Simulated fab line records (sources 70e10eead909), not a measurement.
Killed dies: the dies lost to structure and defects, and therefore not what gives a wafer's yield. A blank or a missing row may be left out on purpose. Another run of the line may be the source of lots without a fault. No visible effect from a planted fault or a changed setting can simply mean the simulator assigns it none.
Matching of chambers	flow nand_harc	4 sister chambers for NHARC_A_BLC_DESCUM_15 on rie_diel-07
The step chemistry O2, time 3 s. 4 wafers are shown with their chamber, then 12 later ones without.

WAFERS WITH THEIR CHAMBER
wafer	chamber	showerhead_plenum_p_Torr (Torr)
L086.6	1	1.77
L089.2	0	1.87
L089.4	3	1.91
L089.5	2	1.91

WAFERS WHOSE CHAMBER IS MISSING
wafer	showerhead_plenum_p_Torr (Torr)
L091.1	1.91
L091.3	1.77
L091.5	1.87
L088.1	1.86
L088.2	1.77
L088.3	1.91
L092.1	1.91
L092.2	1.86
L092.5	1.86
L096.1	1.86
L096.4	1.77
L096.5	1.77

THE CHAMBER EACH PASSED THROUGH
wafer	from the rows above	in truth
L091.1	can't be placed: 2 or 3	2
L091.3	1	1
L091.5	0	0
L088.1	0	0
L088.2	1	1
L088.3	can't be placed: 2 or 3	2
L092.1	can't be placed: 2 or 3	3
L092.2	0	0
L092.5	0	0
L096.1	0	0
L096.4	1	1
L096.5	1	1
Correct placement for 9 of the 12. Not placeable from these rows: 3 (in 3, the candidates include the true chamber). 0 placed wrongly.
How it was worked out, from the rows above alone: a wafer's distance from a chamber is the root of the sum, over the readings, of the square of ((its reading less the chamber's mean) divided by the reading's scatter). If the next closest chamber is less than 2 further off than the closest, the wafer can't be placed; otherwise it belongs to the closest. Each chamber's mean is taken over the wafers shown for it. The scatter: with one shown wafer a chamber, the root of the mean of the squares of how far each hidden wafer lies from its nearest shown one.
